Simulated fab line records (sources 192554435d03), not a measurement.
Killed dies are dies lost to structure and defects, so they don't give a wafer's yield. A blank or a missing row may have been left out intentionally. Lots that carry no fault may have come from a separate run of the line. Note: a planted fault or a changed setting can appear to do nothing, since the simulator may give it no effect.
fab line records + flow n5Finfet
record:
- lots: 4
- wafers: 12
- lastDay: 17
route steps=1938 shown BEOL_M9@1458 BEOL_M10@1470 PASSIVATION@1936
lots untouched by any fault: they come from a run of this same line in which no faults occurred
startH: hours from the record's first day to the start of the lot's first wafer shown + waitH: how many hours have passed since the lot's step before this one + " the same as in the row above + L1.1+2: a row that stands for several wafers + - no value present, or no start provided + * or withheld: withheld + < > ~ a bound
route shown NAME@n: NAME is a module with steps in the file, n the number in the route of the first one + usual: mean and standard deviation over wafers with no fault + same: alike in all rows + chamber/n: place in a boat + sites: per-site readings + _std_site: the standard deviation of these + _edge_site: inner sites' mean taken away from outer sites' mean + radiusMm: how far each site lies from the wafer's centre + mask NAME#n: copy n + behind: tool/chamber where the wafer was last shaped + hold: cause of the lot's hold/its duration in hours/its outcome + device: which transistor (n, p or np) failed to switch + end of line: the same wafers' tests at the end of the route + a step with no rows: only its recipe + killed: dies lost to structure and defects at the first sort, not the wafer's yield + map: shows each die of a wafer: x if killed, . if not, _ if none is there
set.NAME: the setting that was run; set.NAME@STEP: the one run at that earlier step + model.NAME: the simulator's own value behind a step, which no gauge read
lots at some steps of the route; a table a step, a row a wafer
services: from which hour (startH, from the record's first day; less than 0 if before it) a tool's chamber was out of use, for how many hours, and why
== steps ==
step: N5_BEOL_M9_ALD_74
recipe:
- material: TaN
- targetThkA: 20
- tempC: 275
- aldPrecursorFamily: PDMAT
- aldCoReactant: NH3
- pressureTorr: 3
- carrierFlowSccm: 1500
- pulseTimeS: 2
- purgeTimeS: 3
- coReactantPurgeTimeS: 2
- coReactantPulseTimeS: 3
- aldCycles: 40
- precursorVesselTempC: 75
- precursorVesselPressureTorr: 26.25
- precursorVesselCarrierSccm: 1000
step: N5_BEOL_M9_SURFACE_TREAT_79
recipe:
- gas: Ar
- timeS: *
- ionEnergyEv: *
- ionCurrentMaCm2: 0.5
- pressureMtorr: *
- arFlowSccm: 30
step: N5_BEOL_M9_CVD_78
recipe:
- material: Co
- targetThkA: 20
- tempC: withheld
- precursor: CCTBA/H2
- pressureTorr: 30
- timeS: 138.9
step: N5_BEOL_M9_SPUTTER_48
recipe:
- material: Cu
- targetThkA: 120
- tempC: -20
- biasV: 60
- powerW: 26000
- chamberPressurePa: 0.13
- timeS: 2
step: N5_BEOL_M9_ECD_50
recipe:
- material: Cu
- targetThkA: 3180
step: N5_BEOL_M9_ANNEAL_51
recipe:
- tempC: 225
- timeS: 90
- ambient: N2
step: N5_BEOL_M9_CMP_52
recipe:
- stopOn: SiCOH_lowk
- tOverpolishS: 7
- downForcePsi: 1
- platenRpm: 50
- clearingPlatenDownForcePsi: 1.5
- clearingPlatenRpm: 50
- postCmpClean: cuAlkaline
- targetThkNm: 140
- clearingPlatenPadVelocityMS: 0.99484
- padVelocityMS: 0.99484
step: N5_BEOL_M9_PRE_CLEAN_55
recipe:
- gas: NH3
- timeS: 15
- tempC: withheld
- rfPowerW: 300
step: N5_BEOL_M9_DEP_56
recipe:
- material: SiCN
- targetThkA: 150
- tempC: withheld
- precursor: 3MS/NH3
- pressureTorr: 3
- rfW: 202
- timeS: 26.5
step: N5_BEOL_M10_ILD_DEP_00
recipe:
- material: SiCOH_lowk
- targetThkA: 3085.1
- tempC: 300
- precursor: DEMS/porogen
- pressureTorr: 5
- rfW: 500
- timeS: 58
usual:
- chamberPressureTorr: 5.000/0.011
- heaterPowerW: 288/29
- rfFwdPowerW: 495.9/1.7
- showerheadPlenumPTorr: 5.737/0.016
- showerheadVppV: 1362/40
- throttleValvePct: 14.0/0.9
| lot.wafer | tool     | chamber | startH | waitH | chamberPressureTorr | heaterPowerW | rfFwdPowerW | showerheadPlenumPTorr | showerheadVppV | throttleValvePct |
|-----------|----------|---------|--------|-------|---------------------|--------------|-------------|-----------------------|----------------|------------------|
| L169.2    | pecvd-03 | 1       | 242.91 | 0.0   | 5.018               | 317          | 494.9       | 5.728                 | 1405           | 13.8             |
| L169.4    | "        | 2       | "      | "     | 4.997               | 306          | 496.6       | 5.705                 | 1330           | 12.2             |
| L169.6    | "        | 0       | "      | "     | 4.991               | 260          | 494.5       | 5.758                 | 1381           | 13.1             |
| L173.1    | pecvd-03 | 2       | 264.66 | 0.0   | 5.009               | 328          | 498.2       | 5.724                 | 1314           | 12.1             |
| L173.4    | "        | 0       | "      | "     | 4.996               | 306          | 495.6       | 5.759                 | 1378           | 13.4             |
| L173.5    | "        | 1       | "      | "     | 5.014               | 289          | 492.0       | 5.740                 | 1398           | 13.4             |
| L175.1    | pecvd-03 | 2       | 274.14 | 0.0   | 5.004               | 330          | 496.3       | 5.715                 | 1305           | 12.3             |
| L175.2    | "        | 1       | "      | "     | 5.003               | 305          | 495.3       | 5.728                 | 1412           | 13.9             |
| L175.3    | "        | 0       | "      | "     | 4.993               | 283          | 497.8       | 5.749                 | 1393           | 13.3             |
| L188.1    | pecvd-03 | 1       | 342.68 | 0.0   | 4.990               | 315          | 495.5       | 5.744                 | 1403           | 13.7             |
| L188.4    | "        | 1       | "      | "     | 4.981               | 313          | 495.1       | 5.739                 | 1402           | 13.5             |
| L188.5    | "        | 0       | "      | "     | 5.002               | 276          | 494.1       | 5.757                 | 1391           | 13.6             |
step: N5_BEOL_M10_CURE_71
recipe:
- tempC: 385
- timeS: 240
- ambient: He/Ar
- material: SiCOH_lowk
step: N5_BEOL_M10_PECVD_70
recipe:
- material: SiO2
- targetThkA: 200
- tempC: 400
- precursor: TEOS/O2
- pressureTorr: 5.5
- rfW: 450
- teosFlowSccm: 53.8
- gas: O2
- flowSccm: 3000
- timeS: 22.7
step: N5_BEOL_M10_HM_DEP_02
recipe:
- material: TiN
- targetThkA: 200
- tempC: 25
- chamberPressurePa: 0.49996
step: N5_BEOL_M10_COAT_59
recipe:
- resist: SOC
- tempC: 250
- timeS: 60
- spinRpm: 1500
- resistThkNm: 100
step: N5_BEOL_M10_COAT_60
recipe:
- resist: SiARC
- tempC: 220
- timeS: 60
- spinRpm: 1500
- resistThkNm: 30
step: N5_BEOL_M10_COAT_05
recipe:
- resist: CAR-ArF
- spinRpm: 1500
- resistThkNm: 90
step: N5_BEOL_M10_EBR_07
recipe:
- solvent: PGMEA
- ebrWidthMm: 1.5
step: N5_BEOL_M10_SOFTBAKE_06
recipe:
- tempC: 110
- timeS: 60
- resist: CAR-ArF
step: N5_BEOL_M10_EXPOSE_08
recipe:
- maskId: M10
- na: 1.35
- sourceShape: dipole
- sigmaInner: 0.411
- sigmaOuter: 0.611
- polarization: te
- doseMj: 53.75
step: N5_BEOL_M10_PEB_09
recipe:
- pebTempC: withheld
- pebTimeS: 60
- resist: CAR-ArF
step: N5_BEOL_M10_DEVELOP_10
recipe:
- developTimeS: 30
- developer: TMAH
- resist: CAR-ArF
- rinseLiquid: diw
- dry: airSpin
- devTempC: 23
step: N5_BEOL_M10_INSPECT_13
recipe:
- mode: adi
- inspectInstrument: brightfield
usual:
- rawDefectCount: 425/95
| lot.wafer | tool             | chamber | startH | waitH | rawDefectCount |
|-----------|------------------|---------|--------|-------|----------------|
| L169.2    | defectInspect-02 | -       | 245.46 | 0.0   | 686            |
| L169.4    | "                | -       | "      | "     | 454            |
| L169.6    | "                | -       | "      | "     | 608            |
| L173.1    | defectInspect-02 | -       | 268.16 | 0.0   | 853            |
| L173.4    | "                | -       | "      | "     | 490            |
| L173.5    | "                | -       | "      | "     | 791            |
| L175.1    | defectInspect-01 | -       | 276.65 | 0.0   | 867            |
| L175.2    | "                | -       | "      | "     | 335            |
| L175.3    | "                | -       | "      | "     | 310            |
| L188.1    | defectInspect-02 | -       | 344.62 | 0.0   | 332            |
| L188.4    | "                | -       | "      | "     | 303            |
| L188.5    | "                | -       | "      | "     | 349            |
step: N5_BEOL_M10_DESCUM_16
recipe:
- chemistry: O2
- timeS: 7.9
- sourcePowerW: 50
- biasPowerW: 20
- pressureMtorr: 20
- rfFrequencyHz: 2.712e+07
- tempC: 40
- resist: CAR-ArF
- o2FlowSccm: 225
step: N5_PASSIVATION_PROBE_49
usual:
- defectLimitedYield: 91.3/1.4
- killed_at_M0_to_M3: 35/11
- killed_at_M4_up: 14/5.4
- killedAtContacts: 12/6.2
- killedAtFrontEnd: 38/11
- killedAtOther: 4.1/2.8
- killedDies: 103/17
- killedOnRim: 13/4
- killedOpen: 66/13
- killedShort: 34/8.2
- sort_bin_5_function: 5.1/0.89
- sort_bin_6_memory: 3.3/0.72
- sortNPass: 1077/17
- sortYieldPct: 91.3/1.4
same:
- grossDies: 1180
- killedAtBackSide: 0
- sort_bin_4_leakage[%]: 0
- sort_bin_8_speed[%]: 0
| lot.wafer | tool      | chamber | startH | waitH | defectLimitedYield[%] | killed_at_M0_to_M3 | killed_at_M4_up | killedAtContacts | killedAtFrontEnd | killedAtOther | killedDies | killedOnRim | killedOpen | killedShort | sort_bin_5_function[%] | sort_bin_6_memory[%] | sortNPass | sortYieldPct[%] |
|-----------|-----------|---------|--------|-------|-----------------------|--------------------|-----------------|------------------|------------------|---------------|------------|-------------|------------|-------------|------------------------|----------------------|-----------|-----------------|
| L169.2    | prober-01 | -       | 294.27 | 0.7   | 90.2                  | 32                 | 6               | 17               | 51               | 10            | 116        | 11          | 76         | 34          | 5.6                    | 3.8                  | 1064      | 90.2            |
| L169.4    | prober-01 | -       | 294.37 | 0.8   | 90.6                  | 18                 | 8               | 19               | 55               | 11            | 111        | 14          | 76         | 32          | 5.5                    | 3.6                  | 1069      | 90.6            |
| L169.6    | prober-01 | -       | 294.47 | 0.9   | 91.1                  | 27                 | 11              | 12               | 47               | 8             | 105        | 9           | 66         | 33          | 4.7                    | 3.7                  | 1075      | 91.1            |
| L173.1    | prober-01 | -       | 328.87 | 0.0   | 82.7                  | 34                 | 136             | 4                | 28               | 2             | 204        | 15          | 47         | 34          | 10.7                   | 4.1                  | 976       | 82.7            |
| L173.4    | prober-01 | -       | 329.02 | 0.2   | 91.9                  | 39                 | 7               | 22               | 25               | 3             | 96         | 11          | 52         | 43          | 5.3                    | 2.5                  | 1084      | 91.9            |
| L173.5    | prober-01 | -       | 329.07 | 0.2   | 90.8                  | 35                 | 6               | 14               | 44               | 9             | 108        | 15          | 72         | 32          | 5.0                    | 4.1                  | 1072      | 90.8            |
| L175.1    | prober-02 | -       | 334.09 | 0.0   | 83.1                  | 22                 | 125             | 6                | 38               | 8             | 199        | 11          | 49         | 36          | 10.3                   | 3.9                  | 981       | 83.1            |
| L175.2    | prober-02 | -       | 334.14 | 0.1   | 92.0                  | 26                 | 10              | 18               | 35               | 5             | 94         | 12          | 62         | 30          | 4.4                    | 3.5                  | 1086      | 92.0            |
| L175.3    | prober-02 | -       | 334.19 | 0.1   | 90.9                  | 34                 | 12              | 19               | 36               | 6             | 107        | 15          | 77         | 29          | 5.4                    | 3.5                  | 1073      | 90.9            |
| L188.1    | prober-02 | -       | 408.96 | 0.0   | 91.1                  | 42                 | 17              | 8                | 38               | 0             | 105        | 13          | 66         | 38          | 5.3                    | 3.3                  | 1075      | 91.1            |
| L188.4    | prober-02 | -       | 409.11 | 0.2   | 92.1                  | 32                 | 15              | 8                | 29               | 9             | 93         | 14          | 59         | 34          | 4.4                    | 2.9                  | 1087      | 92.1            |
| L188.5    | prober-02 | -       | 409.16 | 0.2   | 91.4                  | 33                 | 18              | 20               | 28               | 2             | 101        | 12          | 69         | 31          | 4.7                    | 3.5                  | 1079      | 91.4            |
killed by level:class
L169.2 MOL_CONTACT_COAG:geometricParticle:open=15 DUMMY_GATE:geometricParticle:open=12 BEOL_M2:geometricParticle:open=12 FIN_SAQP:geometricParticle:short=9 FIN_SAQP:geometricParticle:open=5 BEOL_M0_SAQP:geometricParticle:open=5 ILD0:geometricParticle:short=4 BEOL_M2:geometricParticle:short=4
L169.4 STI_FIN_REVEAL:geometricParticle:open=18 MOL_CONTACT_COAG:geometricParticle:open=13 BEOL_M2:geometricParticle:open=7 GATE_CUT:geometricParticle:open=6 MOL_CONTACT_COAG:geometricParticle:short=6 DUMMY_GATE:geometricParticle:open=5 PAD_METAL:geometricParticle:open=5 ILD0:geometricParticle:short=4
L169.6 FIN_SAQP:geometricParticle:open=14 MOL_CONTACT_COAG:geometricParticle:open=11 BEOL_M2:geometricParticle:open=10 BEOL_M0_SAQP:geometricParticle:short=7 FIN_SAQP:geometricParticle:short=6 STI_FIN_REVEAL:geometricParticle:open=6 ILD0:geometricParticle:short=4 BEOL_M0_SAQP:geometricParticle:open=4
L173.1 BEOL_M10:unspecified=123 BEOL_M0_SAQP:geometricParticle:open=10 BEOL_M2:geometricParticle:open=9 BEOL_M0_SAQP:geometricParticle:short=8 FIN_SAQP:geometricParticle:short=6 DUMMY_GATE:geometricParticle:open=6 BEOL_M4:geometricParticle:open=5 BEOL_M5:geometricParticle:open=4
L173.4 MOL_CONTACT_COAG:geometricParticle:open=14 BEOL_M0_SAQP:geometricParticle:open=10 BEOL_M0_SAQP:geometricParticle:short=10 MOL_CONTACT_COAG:geometricParticle:short=8 BEOL_M2:geometricParticle:open=5 DUMMY_GATE:geometricParticle:open=4 BEOL_M1:geometricParticle:short=4 FIN_SAQP:geometricParticle:open=3
L173.5 FIN_SAQP:geometricParticle:open=15 BEOL_M0_SAQP:geometricParticle:open=11 BEOL_M0_SAQP:geometricParticle:short=10 MOL_CONTACT_COAG:geometricParticle:open=9 BEOL_M2:geometricParticle:open=7 FIN_SAQP:geometricParticle:short=6 DUMMY_GATE:geometricParticle:open=6 MOL_CONTACT_COAG:geometricParticle:short=5
L175.1 BEOL_M10:unspecified=111 GATE_CUT:geometricParticle:short=10 STI_FIN_REVEAL:geometricParticle:open=7 MIM_TOP_ETCH:geometricParticle:open=6 FIN_SAQP:geometricParticle:short=5 BEOL_M1:geometricParticle:open=5 DUMMY_GATE:geometricParticle:open=4 BEOL_M4:geometricParticle:short=4
L175.2 MOL_CONTACT_COAG:geometricParticle:open=14 BEOL_M3:geometricParticle:open=10 FIN_SAQP:geometricParticle:short=8 STI_FIN_REVEAL:geometricParticle:open=8 BEOL_M4:geometricParticle:open=5 BEOL_M1:geometricParticle:open=4 BEOL_M1:geometricParticle:short=4 BEOL_M2:geometricParticle:open=4
L175.3 MOL_CONTACT_COAG:geometricParticle:open=16 BEOL_M2:geometricParticle:open=10 FIN_SAQP:geometricParticle:open=8 BEOL_M3:geometricParticle:open=8 STI_FIN_REVEAL:geometricParticle:open=7 BEOL_M1:geometricParticle:open=7 DUMMY_GATE:geometricParticle:open=6 GATE_CUT:geometricParticle:short=4
L188.1 STI_FIN_REVEAL:geometricParticle:open=16 BEOL_M0_SAQP:geometricParticle:short=14 BEOL_M0_SAQP:geometricParticle:open=9 BEOL_M4:geometricParticle:open=8 MOL_CONTACT_COAG:geometricParticle:open=7 BEOL_M3:geometricParticle:open=6 BEOL_M4:geometricParticle:short=5 FIN_SAQP:geometricParticle:open=4
L188.4 BEOL_M4:geometricParticle:open=11 BEOL_M0_SAQP:geometricParticle:short=9 BEOL_M0_SAQP:geometricParticle:open=8 GATE_CUT:geometricParticle:short=7 MOL_CONTACT_COAG:geometricParticle:open=7 BEOL_M1:geometricParticle:short=6 PASS1_DEP:geometricParticle:short=5 FIN_SAQP:geometricParticle:open=4
L188.5 MOL_CONTACT_COAG:geometricParticle:open=15 BEOL_M4:geometricParticle:open=10 BEOL_M0_SAQP:geometricParticle:short=7 BEOL_M2:geometricParticle:open=7 BEOL_M3:geometricParticle:open=6 STARTING-WAFER:geometricParticle:open=6 MOL_CONTACT_COAG:geometricParticle:short=5 BEOL_M0_SAQP:geometricParticle:open=5
map L173.1 (x killed, . not)
_________________........x...________________
______________...........x......_____________
___________....x........xx.......x.__________
__________.........x................_________
________..x..x........................_______
_______.........x.x.....x........x.....______
______........................x........._____
_____.x.x.......x........................____
____...........xx..............x..x....x..___
___x...x...x.........x.x........xx.........__
___........................xxxxxxxxxx...x.x__
__...x...............x.....xxxxxxxx.x......._
__............x..........xxxxxxxxxxxx......._
_.......x..x..............xxxxxxxxxxxxx....x.
_............x...........xxxxxxxxxxxxxx......
_........................xxxxxxxxxxxx..x...x.
_......................xx.xxxxxxxxxxxxxx.....
_....................xx..xxxxxxxxxxxx.x......
_.........x..x...........xxxxxxxxxx..xx.x....
_.............x...........xxxx.xx.xxx.....x..
_.x..........................x....xx.........
__.......x..x................x.x...x........_
__...x.x......x.x.x...x......x..x..........._
___........................................__
___........................................__
____.........x...x..x.....................___
_____..x...x...x.........x...............____
______.....x.............x......x......._____
_______........................x....x..______
________.x............................_______
__________.x...................x...._________
___________.....................x..__________
______________.................._____________
_________________..x.x..x...x________________
map L175.1 (x killed, . not)
_________________..x.........________________
______________.................._____________
___________..........x..x..........__________
__________.........x....x..x........_________
________..............x....x........x._______
_______.x...x...x.....x.......xx.......______
______........................x........._____
_____...x................................____
____.........................x...........x___
___............x.x.......x...x.............__
___.......................x...xx..xx.......__
__.x.x..x..................xxxxx.x.x....x.x._
__......x......x..x......xxxxxxxxxxxx...x..._
_.....x..x.................xxxxxxxxxxx.x..x..
_..x......x....x........xxxxxxxxxxxxx...x....
_.......................xx.xxxxxxxxxx..x.....
_x......xxx......xx...x...xxxxxxxxxxx.xx.....
_......x...............x..xxxxxxxxxxxx...x...
_..................x......xxxxxxxxxx.........
_.........................xxxxxxxxxx....xxx..
_..........x......x........x.xxxx.xx.......x.
__.................xx...................x..._
__..........x.........x.x....x....x........._
___.............x......x...................__
___....x...................................__
____.......x........x..x.....x........x...___
_____...x.x.x........x...................____
______.........................x........_____
_______...x................x...........______
________..............x..............._______
__________.........................._________
___________..xx....................__________
______________.....xx..........._____________
_________________.......x....________________
== services ==
| tool     | chamber | startH | hours | kind          |
|----------|---------|--------|-------|---------------|
| pecvd-03 | 1       | 266.26 | 5.0   | scheduledDown |
| pecvd-03 | -       | 294.43 | 10.2  | repair        |
| pecvd-03 | 1       | 305.58 | -     | calibration   |
== key ==
firstSign:
- step: N5_BEOL_M10_INSPECT_13
- reading: rawDefectCount
- direction: up
- sigmas: 4.6
- usual: 425
- struck: 860
effect:
- step: N5_PASSIVATION_PROBE_49
- reading: killed_at_M4_up
- direction: up
- sigmas: 22
- usual: 14
- struck: 130
moreKillsBornAt:
- N5_BEOL_M10_ILD_DEP_00@pecvd-03: 234
metAt N5_BEOL_M10_ILD_DEP_00
struckWafers L173.1,L175.1
onsetBetween 242.91 264.66
fault:
- kind: chamberParticleSource
- tool: pecvd-03
- chamber: 2
- onsetH: 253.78
- steps: N5_BEOL_M10_ILD_DEP_00
- ratePerVisitCm2: 0.77838
- endH: 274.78
